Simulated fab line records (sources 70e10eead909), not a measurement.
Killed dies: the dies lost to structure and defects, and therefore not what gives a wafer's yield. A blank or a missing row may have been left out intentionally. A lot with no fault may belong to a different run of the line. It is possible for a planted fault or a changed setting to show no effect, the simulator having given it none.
fab line records    flow nand_harc
record: lots: 6  wafers: 18  last_day: 32
route steps=1302 shown A_STAIRCASE@829 END@1302
lots that met no fault: taken from a fault-free run of the same line
start_h: start of the lot's first displayed wafer, in hours after the record's first day    wait_h: time in hours since the lot's previous step    " identical to the entry in the row above    L1.1+2: several wafers, shown together as one row    - no value present, or no start provided    * or withheld: withheld    < > ~ a bound
route shown NAME@n: a module of which the file shows steps, and the number in the route of the first    usual: mean and standard deviation over wafers with no fault    same: alike in all rows    chamber/n: place in a boat    sites: the reading at each site    _std_site: the values' standard deviation    _edge_site: outer sites' mean less inner sites'    radius_mm: for every site, how far away it sits from the centre of the wafer    mask NAME#n: copy n    behind: the last tool/chamber to shape the wafer    hold: what put the lot on hold/how long, in hours/how the hold closed    device: the n, p or np transistor that did not switch    end of line: the route-end tests of the same wafers    a step without rows: its recipe alone    killed: count of dies lost to structure and defects at first sort (not the wafer's yield)    map: dies across one wafer; x = killed, . = not, _ = none there
set.NAME: the run value of the setting; set.NAME@STEP: its run value at that earlier step    model.NAME: the simulator's own value behind a step, which no gauge read
lots seen at some steps along the route; tables by step, rows by wafer
services: the hour from which a tool's chamber was out of use, counted from the record's first day as start_h (under 0 if before that day), plus the number of hours and why
== steps ==
step: NHARC_A_STAIRCASE_HARDBAKE_311
recipe: temp_c: 120  time_s: 140
step: NHARC_A_STAIRCASE_DESCUM_312
recipe: time_s: 3  o2_flow_sccm: 200  ar_flow_sccm: 0  bias_power_w: 0  chemistry: O2
step: NHARC_A_STAIRCASE_ETCH_313
recipe: cf4_flow_sccm: 100  chf3_flow_sccm: 30  ar_flow_sccm: 0  rf_w: 500  bias_w: 200  chemistry: CF4/CHF3
usual: drypump_motor_current_A: 5.6/0.42  oes_product_au: 0.929/0.013  rf_fwd_power_W: 496.9/1.8  rf_vpp_V: 370.8/2.7  showerhead_plenum_p_Torr: 1.58/0.076  throttle_valve_pct: 16.802/0.0082
lot.wafer  tool         chamber  start_h  wait_h  drypump_motor_current_A  oes_product_au  rf_fwd_power_W  rf_hours_counter_h  rf_vpp_V  showerhead_plenum_p_Torr  throttle_valve_pct
L156.1     rie_diel-01  1        450.02   0.1     6.2                      0.924           495.8           16                  373.1     1.67                      16.797
L156.5     "            3        "        "       5.1                      0.929           497.1           -                   370.0     1.55                      16.792
L156.6     "            0        "        "       5.4                      0.922           498.0           -                   370.1     1.58                      16.782
L159.3     rie_diel-05  2        487.77   0.1     6.4                      0.910           495.7           25                  366.2     1.46                      16.813
L159.4     "            3        "        "       5.2                      0.920           496.3           19                  370.8     1.61                      16.802
L159.5     "            2        "        "       6.5                      0.908           496.6           -                   367.2     1.46                      16.798
L158.4     rie_diel-05  1        489.86   0.3     5.3                      0.917           495.2           24                  368.0     1.49                      16.803
L158.5     "            3        "        "       5.2                      0.934           497.3           -                   371.0     1.61                      16.799
L158.6     "            0        "        "       5.6                      0.923           497.9           -                   373.6     1.68                      16.821
L167.3     rie_diel-05  2        574.23   0.1     6.4                      0.917           498.8           50                  368.4     1.46                      16.795
L167.5     "            0        "        "       5.6                      0.928           497.7           -                   374.2     1.67                      16.785
L167.6     "            1        "        "       5.3                      0.925           497.8           -                   367.3     1.49                      16.809
L169.2     rie_diel-13  2        586.54   0.1     5.6                      0.927           498.3           22                  369.9     1.54                      16.823
L169.3     "            0        "        "       5.3                      0.927           498.5           27                  368.3     1.47                      16.807
L169.6     "            2        "        "       5.6                      0.935           496.5           -                   370.2     1.54                      16.794
L170.1     rie_diel-01  1        587.36   0.1     6.1                      0.924           497.1           8                   373.4     1.66                      16.805
L170.3     "            0        "        "       5.4                      0.914           497.4           7                   369.8     1.57                      16.800
L170.4     "            0        "        "       5.4                      0.918           497.3           -                   370.8     1.57                      16.795
step: NHARC_A_STAIRCASE_HM_OPEN_463
recipe: o2_flow_sccm: 400  cos_flow_sccm: 20  ar_flow_sccm: 0  rf_w: 500  bias_w: 300  chemistry: O2/COS
step: NHARC_A_STAIRCASE_STRIP_464
recipe: o2_flow_sccm: 400  cos_flow_sccm: 20  ar_flow_sccm: 0  bias_w: 0  chemistry: O2/COS
step: NHARC_A_STAIRCASE_ETCH_453
recipe: target_depth_a: 300  overetch_a: 30  time_s: 16.5  ion_energy_ev: 100  cf4_flow_sccm: 80  o2_flow_sccm: 20  ar_flow_sccm: 0  rf_w: 300  bias_w: 100  chemistry: CF4/O2
usual: drypump_motor_current_A: 5.6/0.41  oes_product_au: 1.003/0.0087  rf_fwd_power_W: 294.0/1.7  rf_vpp_V: 198.0/1.5  showerhead_plenum_p_Torr: 1.34/0.066  throttle_valve_pct: 13.396/0.0095
lot.wafer  tool         chamber  start_h  wait_h  drypump_motor_current_A  oes_product_au  rf_fwd_power_W  rf_hours_counter_h  rf_vpp_V  showerhead_plenum_p_Torr  throttle_valve_pct
L156.1     rie_diel-01  3        -        -       5.1                      1.014           292.5           25                  198.0     1.32                      13.392
L156.6     "            2        "        "       5.9                      1.007           293.6           -                   198.5     1.42                      13.404
L156.5     "            3        "        "       5.1                      1.020           293.1           -                   198.2     1.32                      13.407
L159.3     rie_diel-05  2        -        -       6.4                      0.991           293.4           25                  197.3     1.24                      13.410
L159.4     "            3        "        "       5.2                      1.005           292.4           20                  199.4     1.37                      13.392
L159.5     "            1        "        "       5.3                      1.007           295.4           -                   196.0     1.26                      13.419
L158.4     rie_diel-05  1        -        -       5.3                      0.999           296.2           25                  196.5     1.26                      13.403
L158.5     "            3        "        "       5.1                      1.003           292.4           -                   198.3     1.37                      13.392
L158.6     "            0        "        "       5.6                      1.001           295.2           -                   199.8     1.43                      13.404
L167.3     rie_diel-05  0        -        -       5.6                      1.022           295.0           46                  199.9     1.42                      13.399
L167.5     "            3        "        "       5.1                      1.013           292.4           -                   197.7     1.36                      13.396
L167.6     "            0        "        "       5.6                      1.012           296.5           -                   199.9     1.42                      13.417
L169.2     rie_diel-13  1        -        -       5.5                      0.994           293.6           23                  196.0     1.28                      13.393
L169.3     "            2        "        "       5.6                      1.008           292.2           23                  197.0     1.30                      13.415
L169.6     "            2        "        "       5.6                      1.002           292.6           -                   195.5     1.30                      13.389
L170.3     rie_diel-01  0        -        -       5.4                      1.001           294.5           8                   197.5     1.33                      13.400
L170.1     "            1        "        "       6.2                      1.004           293.8           8                   198.5     1.41                      13.384
L170.4     "            2        "        "       5.9                      1.000           292.4           -                   198.6     1.41                      13.397
step: NHARC_A_STAIRCASE_ETCH_315
recipe: target_depth_a: 25000  time_s: 607.1  ion_energy_ev: 800  c4f8_flow_sccm: 80  o2_flow_sccm: 60  ar_flow_sccm: withheld  rf_w: 600  bias_w: 3000  chemistry: C4F8/O2/Ar
usual: oes_product_au: 0.934/0.0094  rf_fwd_power_W: 599.1/1.8  rf_vpp_V: 1827/13
lot.wafer  tool         chamber  start_h  wait_h  oes_product_au  rf_fwd_power_W  rf_hours_counter_h  rf_vpp_V
L156.1     rie_diel-01  0        -        -       0.948           598.5           24                  1829
L156.6     "            1        "        "       0.934           600.1           -                   1842
L156.5     "            2        "        "       0.942           600.6           -                   1843
L159.3     rie_diel-05  0        -        -       0.926           597.3           18                  1844
L159.4     "            1        "        "       0.935           600.7           24                  1813
L159.5     "            0        "        "       0.931           598.1           -                   1844
L158.4     rie_diel-05  0        -        -       0.933           599.2           20                  1844
L158.5     "            1        "        "       0.921           598.3           -                   1812
L158.6     "            2        "        "       0.915           598.2           -                   1809
L167.3     rie_diel-05  2        -        -       0.916           601.0           50                  1807
L167.5     "            0        "        "       0.944           598.8           -                   1844
L167.6     "            1        "        "       0.937           598.2           -                   1812
L169.2     rie_diel-13  3        -        -       0.939           602.3           27                  1819
L169.3     "            2        "        "       0.933           599.0           23                  1822
L169.6     "            0        "        "       0.922           598.9           -                   1809
L170.3     rie_diel-01  2        -        -       0.925           598.6           7                   1840
L170.1     "            0        "        "       0.925           598.1           8                   1825
L170.4     "            2        "        "       0.933           599.4           -                   1839
step: NHARC_A_STAIRCASE_STRIP_316
recipe: o2_flow_sccm: 500  ar_flow_sccm: 0  bias_w: 0  chemistry: O2
usual: drypump_motor_current_A: 5.6/0.44  oes_product_au: 1.002/0.0085  rf_vpp_V: 57.9/0.85  showerhead_plenum_p_Torr: 3.53/0.17  throttle_valve_pct: 17.037/0.009
lot.wafer  tool         chamber  start_h  wait_h  drypump_motor_current_A  oes_product_au  rf_hours_counter_h  rf_vpp_V  showerhead_plenum_p_Torr  throttle_valve_pct
L156.1     rie_diel-01  3        -        -       5.1                      1.012           25                  57.2      3.48                      17.038
L156.6     "            0        "        "       5.4                      1.008           -                   56.7      3.54                      17.025
L156.5     "            1        "        "       6.2                      1.006           -                   58.4      3.74                      17.038
L159.4     rie_diel-05  3        -        -       5.2                      1.001           20                  58.2      3.61                      17.039
L159.3     "            0        "        "       5.6                      0.998           18                  58.7      3.77                      17.033
L159.5     "            1        "        "       5.3                      0.988           -                   57.0      3.35                      17.035
L158.4     rie_diel-05  3        -        -       5.2                      1.004           21                  58.8      3.61                      17.032
L158.6     "            3        "        "       5.2                      1.015           -                   59.6      3.61                      17.044
L158.5     "            0        "        "       5.6                      1.009           -                   57.2      3.77                      17.024
L167.3     rie_diel-05  1        -        -       5.3                      1.003           48                  58.0      3.34                      17.035
L167.6     "            0        "        "       5.6                      1.007           -                   58.3      3.75                      17.036
L167.5     "            1        "        "       5.3                      1.008           -                   57.7      3.34                      17.040
L169.2     rie_diel-13  3        -        -       5.7                      1.010           28                  57.8      3.43                      17.030
L169.3     "            0        "        "       5.3                      1.005           27                  58.0      3.29                      17.029
L169.6     "            2        "        "       5.7                      1.007           -                   57.9      3.45                      17.029
L170.3     rie_diel-01  1        -        -       6.2                      1.007           8                   58.2      3.72                      17.048
L170.1     "            2        "        "       6.0                      1.001           7                   58.6      3.72                      17.049
L170.4     "            0        "        "       5.4                      0.991           -                   58.2      3.52                      17.037
step: NHARC_A_STAIRCASE_STRIP_317
recipe: time_s: 900  temp_c: 130  chemistry: SPM
step: NHARC_A_STAIRCASE_PRECLEAN_318
recipe: time_s: *  temp_c: 50  bath_age_min: 0  chemistry: SC1
step: NHARC_A_STAIRCASE_SRD_329
step: NHARC_A_STAIRCASE_ALD_415
recipe: target_thk_a: 300  pulse_time_s: 6  ald_cycles: 300  temp_c: 300  material: SiO2
usual: ald_cycles: 300/0  heater_power_w: 477/77  precursor_pulse_height_rel: 1.000/0.019
lot.wafer  tool       chamber  start_h  wait_h  ald_cycles  heater_power_w  precursor_pulse_height_rel
L156.1     ald_hk-02  1        452.68   1.0     300         428             0.996
L156.6     "          3        "        "       300         471             1.006
L156.5     "          0        "        "       300         526             0.984
L159.3     ald_hk-03  0        490.40   0.5     355         412             0.995
L159.4     "          3        "        "       355         458             1.003
L159.5     "          1        "        "       300         436             0.979
L158.4     ald_hk-03  1        492.01   0.1     355         437             1.006
L158.5     "          1        "        "       300         435             1.031
L158.6     "          2        "        "       355         686             1.013
L167.3     ald_hk-01  0        576.21   0.3     300         433             0.987
L167.6     "          3        "        "       300         417             1.038
L167.5     "          0        "        "       300         421             1.004
L169.2     ald_hk-01  2        588.40   0.1     300         578             1.002
L169.3     "          0        "        "       300         412             0.990
L169.6     "          2        "        "       300         577             0.959
L170.3     ald_hk-03  1        589.74   0.4     300         458             0.979
L170.1     "          2        "        "       300         650             1.006
L170.4     "          3        "        "       300         462             1.016
step: NHARC_A_STAIRCASE_ETCHBACK_416
recipe: target_depth_a: 360  time_s: 7.2  c4f8_flow_sccm: withheld  o2_flow_sccm: 8  ar_flow_sccm: withheld  rf_w: 600  bias_w: 800  chemistry: C4F8/O2/Ar
usual: oes_product_au: 0.94/0.032  rf_fwd_power_W: 586.5/2.6  rf_vpp_V: 723/4.8
lot.wafer  tool         chamber  start_h  wait_h  oes_product_au  rf_fwd_power_W  rf_hours_counter_h  rf_vpp_V
L156.1     rie_diel-13  0        -        -       0.92            592.4           36                  717
L156.6     "            1        "        "       0.92            584.0           -                   720
L156.5     "            3        "        "       0.92            588.0           -                   722
L159.3     rie_diel-05  0        -        -       0.92            588.2           20                  732
L159.4     "            3        "        "       0.93            584.1           21                  726
L159.5     "            1        "        "       0.93            588.4           -                   716
L158.4     rie_diel-05  2        -        -       0.92            588.2           27                  716
L158.5     "            2        "        "       0.91            587.5           -                   718
L158.6     "            3        "        "       0.93            584.9           -                   726
L167.3     rie_diel-01  2        -        -       0.91            587.5           3                   728
L167.5     "            2        "        "       0.93            586.5           -                   729
L167.6     "            3        "        "       0.93            585.6           -                   721
L169.2     rie_diel-01  0        -        -       1.00            588.8           8                   722
L169.3     "            1        "        "       1.01            590.7           9                   728
L169.6     "            0        "        "       0.99            587.0           -                   723
L170.3     rie_diel-01  1        -        -       0.93            584.7           9                   729
L170.1     "            2        "        "       0.93            584.7           7                   729
L170.4     "            0        "        "       0.92            586.6           -                   722
step: NHARC_END_SORT_01
recipe: temp_c: 25
usual: killed_at_array: 59/24  killed_at_other: 0.7/1.2  killed_at_periphery: 3.5/2.6  killed_dies: 63/24  killed_open: 3.2/2.1  killed_short: 2.4/1.5
same: gross_dies: 677
lot.wafer  tool       chamber  start_h  wait_h  hold                      killed_at_array  killed_at_other  killed_at_periphery  killed_dies  killed_open  killed_short
L156.1     prober-01  0        632.15   2.4     -                         47               2                4                    53           2            3
L156.5     prober-01  0        635.35   3.7     -                         46               0                1                    47           4            3
L156.6     prober-01  0        636.15   4.0     -                         42               2                4                    48           6            2
L159.3     prober-01  0        662.45   3.1     await_dispo/2.0h/release  88               0                7                    95           7            3
L159.4     prober-01  0        663.26   3.4     await_dispo/2.0h/release  96               2                4                    102          0            4
L159.5     prober-01  0        664.06   3.7     await_dispo/2.0h/release  27               0                7                    34           4            3
L158.4     prober-01  0        671.11   3.4     await_dispo/1.3h/release  126              1                2                    129          4            0
L158.5     prober-01  0        671.92   3.8     await_dispo/1.3h/release  50               1                5                    56           2            2
L158.6     prober-01  0        672.73   4.1     await_dispo/1.3h/release  124              1                1                    126          1            4
L170.1     prober-01  0        774.36   2.5     -                         21               0                1                    22           4            3
L170.3     prober-01  0        775.99   3.1     -                         24               0                0                    24           2            1
L170.4     prober-01  0        776.80   3.4     -                         14               1                5                    20           6            2
killed by level:class
L156.1 A_SLIT:chamber_film_flake=22 A_CONTACT:chamber_film_flake=7 A_CHANNEL_HOLE_D2:chamber_film_flake=7 A_CHANNEL_HOLE_D1:chamber_film_flake=6 THIN_TSV:chamber_film_flake=2 P_STI:geometric_particle:open=1 P_GATE:geometric_particle:short=1 P_CONTACT:geometric_particle:short=1
L156.5 A_SLIT:chamber_film_flake=22 A_STAIRCASE:chamber_film_flake=7 A_CHANNEL_HOLE_D2:chamber_film_flake=6 A_CONTACT:chamber_film_flake=4 A_M0:geometric_particle:short=2 P_CONTACT:geometric_particle:open=1 A_ONON_D1:geometric_particle:open=1 A_CHANNEL_HOLE_D1:geometric_particle:open=1
L156.6 A_SLIT:chamber_film_flake=25 A_CHANNEL_HOLE_D2:chamber_film_flake=5 A_CONTACT:chamber_film_flake=4 P_M0:geometric_particle:open=2 P_GATE:geometric_particle:open=1 P_M1:geometric_particle:open=1 A_CHANNEL_FILL_D1:geometric_particle:short=1 A_ONON_D2:geometric_particle:open=1
L159.3 A_STAIRCASE:area_ald=58 A_CHANNEL_HOLE_D2:chamber_film_flake=10 A_CHANNEL_HOLE_D1:chamber_film_flake=7 P_STI:chamber_film_flake=3 A_WL_FILL:geometric_particle:short=2 A_WL_FILL:geometric_particle:open=2 P_CONTACT:chamber_film_flake=2 A_SLIT:chamber_film_flake=2
L159.4 A_STAIRCASE:area_ald=70 A_CHANNEL_HOLE_D2:chamber_film_flake=9 A_CHANNEL_HOLE_D1:chamber_film_flake=4 A_ZERO_WELL:chamber_film_flake=2 A_STAIRCASE:chamber_film_flake=2 A_SLIT:chamber_film_flake=2 A_CONTACT:chamber_film_flake=2 A_M0:chamber_film_flake=2
L159.5 A_CHANNEL_HOLE_D2:chamber_film_flake=11 P_STI:chamber_film_flake=4 A_CHANNEL_HOLE_D1:chamber_film_flake=4 A_SLIT:chamber_film_flake=3 A_BLC:geometric_particle:open=2 A_CONTACT:chamber_film_flake=2 P_CONTACT:geometric_particle:open=1 A_CHANNEL_FILL_D1:geometric_particle:short=1
L158.4 A_STAIRCASE:area_ald=65 A_CHANNEL_HOLE_D1:chamber_film_flake=35 A_CHANNEL_HOLE_D2:chamber_film_flake=16 A_CONTACT:chamber_film_flake=4 A_DECK1_JOINT:geometric_particle:open=2 A_SLIT:chamber_film_flake=2 P_M0:geometric_particle:open=1 A_CONTACT:geometric_particle:open=1
L158.5 A_CHANNEL_HOLE_D1:chamber_film_flake=29 A_CHANNEL_HOLE_D2:chamber_film_flake=12 A_CONTACT:chamber_film_flake=7 P_CONTACT:geometric_particle:short=1 P_CONTACT:geometric_particle:open=1 P_M2:geometric_particle:short=1 A_SOURCE_PLATE:geometric_particle:open=1 P_ZERO_WELL:chamber_film_flake=1
L158.6 A_STAIRCASE:area_ald=72 A_CHANNEL_HOLE_D1:chamber_film_flake=30 A_CHANNEL_HOLE_D2:chamber_film_flake=13 A_CHANNEL_FILL_D1:geometric_particle:short=3 A_CONTACT:chamber_film_flake=3 P_CONTACT:geometric_particle:open=1 A_ONON_D1:geometric_particle:short=1 A_STAIRCASE:chamber_film_flake=1
L170.1 A_SLIT:chamber_film_flake=4 A_CHANNEL_HOLE_D1:unspecified=3 A_CONTACT:chamber_film_flake=3 A_BLC:geometric_particle:open=2 P_M0:geometric_particle:short=1 A_CHANNEL_HOLE_D1:geometric_particle:open=1 A_CHANNEL_HOLE_D1:geometric_particle:short=1 A_CHANNEL_FILL_D2:geometric_particle:open=1
L170.3 A_SLIT:chamber_film_flake=10 A_CONTACT:chamber_film_flake=3 A_M1:chamber_film_flake=3 A_CHANNEL_HOLE_D1:chamber_film_flake=2 A_CHANNEL_FILL_D1:geometric_particle:short=1 A_WL_FILL:geometric_particle:open=1 A_CONTACT:geometric_particle:open=1 A_ZERO_WELL:chamber_film_flake=1
L170.4 P_STI:chamber_film_flake=2 A_CHANNEL_HOLE_D1:chamber_film_flake=2 A_STAIRCASE:chamber_film_flake=2 A_SLIT:chamber_film_flake=2 P_CONTACT:geometric_particle:open=1 P_M0:geometric_particle:open=1 P_M0:geometric_particle:short=1 A_CHANNEL_FILL_D1:geometric_particle:open=1
map L158.4 (x killed, . not)
____________.____________
_________..x...._________
_______...x..x..x._______
______.........x...______
_____.....x........._____
____.x...x..........x____
____..x.....x.xx.....____
___...............x...___
___.x.xxx.x.........xx___
__......x..............__
__...x..xxx...........x__
_.....xxxx.xx..........._
_..x.x....xx...x.x......_
_x...xxx..x........x.x.._
_........xx.x..xx.x....._
_...x...x..............._
.....x...x........x...x.x
..............x...x...x..
..................x.....x
.........................
........x.....x.......x..
_................x......_
_.x.x..............x.x.._
_...x............xxxx.x._
_...........x....xxxx..x_
_...x..x...x..xx.xxxx.x._
__......xx.x....xxxxxx.__
__.............x.x.xx.x__
___...x........xx.x..x___
___........x.....xxxx.___
____x..........xx.x.x____
____....x.x..........____
_____........x......_____
______..........x..______
_______.....x....x_______
_________......._________
____________.____________
map L159.4 (x killed, . not)
____________.____________
_________x..x..._________
_______x........xx_______
______x.x.....x..xx______
_____..........x...._____
____................x____
____..xx...x.....x...____
___...........x..x..x.___
___x.............x..xx___
__..x..............x...__
__.......x........x....__
_..................x...._
_.............x........._
_.x................x...x_
_......................._
_....................xx._
x...............x.....xx.
..x....................x.
........x..............xx
..x.................x..xx
..xx...x................x
_.xx........x........x.._
_xx.x..................._
_..xx..............x..xx_
_.xx............x....x.x_
_..................x..xx_
__xx.................x.__
__..x...........x......__
___x............x....x___
___xx..........x......___
____............x..x.____
____xx.........x..x.x____
_____.x..........xx._____
______.x..x........______
_______x.....xx..x_______
_________xx.x..._________
____________x____________
== services ==
tool         chamber  start_h  hours  kind
rie_diel-01  -        431.97   0.4    repair
rie_diel-05  0        440.13   -      clean
rie_diel-05  1        440.13   -      clean
rie_diel-05  2        440.13   -      clean
rie_diel-05  3        440.13   -      clean
rie_diel-13  2        445.07   16.4   repair
rie_diel-01  3        452.02   15.6   repair
rie_diel-05  0        464.66   -      clean
rie_diel-05  1        464.66   -      clean
rie_diel-05  2        464.66   -      clean
rie_diel-05  3        464.66   -      clean
ald_hk-01    -        471.15   0.5    repair
ald_hk-01    -        474.99   10.0   pm
rie_diel-05  0        489.16   -      clean
rie_diel-05  1        489.16   -      clean
rie_diel-13  0        499.96   6.0    repair
rie_diel-05  3        519.22   5.4    repair
rie_diel-13  -        520.19   9.0    pm
ald_hk-02    -        528.30   10.0   pm
rie_diel-01  -        557.95   9.0    pm
ald_hk-03    -        570.64   10.0   pm
ald_hk-02    -        581.42   4.4    repair
rie_diel-05  -        583.68   9.0    pm
rie_diel-01  3        587.32   13.6   repair
== key ==
first_sign: step: NHARC_A_STAIRCASE_ALD_415  reading: ald_cycles  direction: up  sigmas: 99+  usual: 300  struck: 355
effect: step: NHARC_END_SORT_01  reading: killed_dies  direction: up  sigmas: 2.1  usual: 63  struck: 113
more_kills_born_at: NHARC_A_STAIRCASE_ALD_415@ald_hk-03: 265
met_at NHARC_A_STAIRCASE_ALD_415
struck_wafers L158.4,L158.6,L159.3,L159.4
tester_left_out L158,L159
fault: kind: process_parameter_drift  tool: ald_hk-03  chamber: -  onset_h: 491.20  steps: NHARC_A_STAIRCASE_ALD_415  channel: ald_cycles  offset: 55  shape: step  end_h: 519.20  scope: struck_wafers_only  acts_in: these_recipes_only  stated: 300
tester_left_out: of these lots the tester's yield and bins aren't shown, on N5 and GAA mostly nor the transistor test; their killed dies are dies lost to structure and defects alone, not to doping, threshold or leakage, so they don't give the yield
